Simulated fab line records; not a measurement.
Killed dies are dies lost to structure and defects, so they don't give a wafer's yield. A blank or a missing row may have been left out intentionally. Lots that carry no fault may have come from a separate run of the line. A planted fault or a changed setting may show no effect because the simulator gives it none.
Chamber matching / flow nand harc / rie diel-12 running NHARC_A_CONTACT_ETCH_88: 3 sister chambers
The step etches the open film in CF4, target depth 39 nm, time 65 s. 3 wafers are shown with their chamber, then 6 later ones without.

## WAFERS WITH THEIR CHAMBER
wafer=L084.1; chamber=3; showerhead plenum p Torr (Torr)=1.81
wafer=L084.6; chamber=2; showerhead plenum p Torr (Torr)=1.67
wafer=L088.2; chamber=1; showerhead plenum p Torr (Torr)=1.88

## WAFERS WITH NO CHAMBER GIVEN
wafer=L088.3; showerhead plenum p Torr (Torr)=1.66
wafer=L088.6; showerhead plenum p Torr (Torr)=1.88
wafer=L096.4; showerhead plenum p Torr (Torr)=1.66
wafer=L097.2; showerhead plenum p Torr (Torr)=1.66
wafer=L097.4; showerhead plenum p Torr (Torr)=1.80
wafer=L097.6; showerhead plenum p Torr (Torr)=1.66

## WHICH CHAMBER EACH ONE RAN IN
wafer=L088.3; from the rows above=2; in truth=2
wafer=L088.6; from the rows above=1; in truth=1
wafer=L096.4; from the rows above=2; in truth=2
wafer=L097.2; from the rows above=2; in truth=2
wafer=L097.4; from the rows above=3; in truth=3
wafer=L097.6; from the rows above=2; in truth=2
Correct placement for 6 of the 6. Number that these rows cannot place: 0. 0 placed wrongly.
How it was worked out, from the rows above alone: a wafer's distance from a chamber is the root of the sum, over the readings, of the square of ((its reading less the chamber's mean) divided by the reading's scatter). The wafer belongs to the nearest chamber; if the next one is less than 2 further off, it can't be placed. Each chamber's mean is taken over the wafers shown for it. The scatter: with one shown wafer a chamber, the root of the mean of the squares of how far each hidden wafer lies from its nearest shown one.
